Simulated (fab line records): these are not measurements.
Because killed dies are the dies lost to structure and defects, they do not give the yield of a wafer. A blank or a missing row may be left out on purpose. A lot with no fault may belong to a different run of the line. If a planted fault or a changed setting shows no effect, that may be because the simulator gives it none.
Chamber matching -- flow n5_finfet -- rie_diel-03 running N5_FIN_CUT_CUT_ETCH_26: 4 sister chambers
The step etches SiNx in CH3F/O2, target depth 39 nm, time 55.7 s. 8 wafers are shown with their chamber, then 7 later ones without.

## WAFERS WITH THEIR CHAMBER
wafer,chamber,showerhead_plenum_p_Torr (Torr),throttle_valve_pct (%)
L076.6,0,2.11,16.29
L078.4,1,1.96,16.06
L078.5,2,1.91,16.40
L082.1,3,2.05,16.47
L082.4,1,1.96,16.06
L082.6,3,2.05,16.47
L092.1,2,1.91,16.42
L092.3,0,2.10,16.32

## WAFERS WITH NO CHAMBER GIVEN
wafer,showerhead_plenum_p_Torr (Torr),throttle_valve_pct (%)
L092.6,2.10,16.33
L093.1,1.90,16.43
L093.3,1.96,16.09
L093.5,2.10,16.34
L097.2,1.90,16.44
L097.3,2.10,16.35
L097.4,2.04,16.03

## THE CHAMBER EACH PASSED THROUGH
wafer,from the rows above,in truth
L092.6,0,0
L093.1,2,2
L093.3,1,1
L093.5,0,0
L097.2,2,2
L097.3,0,0
L097.4,1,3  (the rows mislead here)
Correctly placed: 6 of 7. Left unplaced by these rows: 0. Placed wrongly: 1.
How it was worked out, from the rows above alone: a wafer's distance from a chamber is the root of the sum, over the readings, of the square of ((its reading less the chamber's mean) divided by the reading's scatter). The wafer belongs to the nearest chamber; if the next one is less than 2 further off, it can't be placed. The mean given for a chamber averages the wafers shown for that chamber. The scatter is the square root of a quotient: the sum, over the shown wafers, of each reading's squared deviation from its chamber's mean, divided by wafers minus chambers.
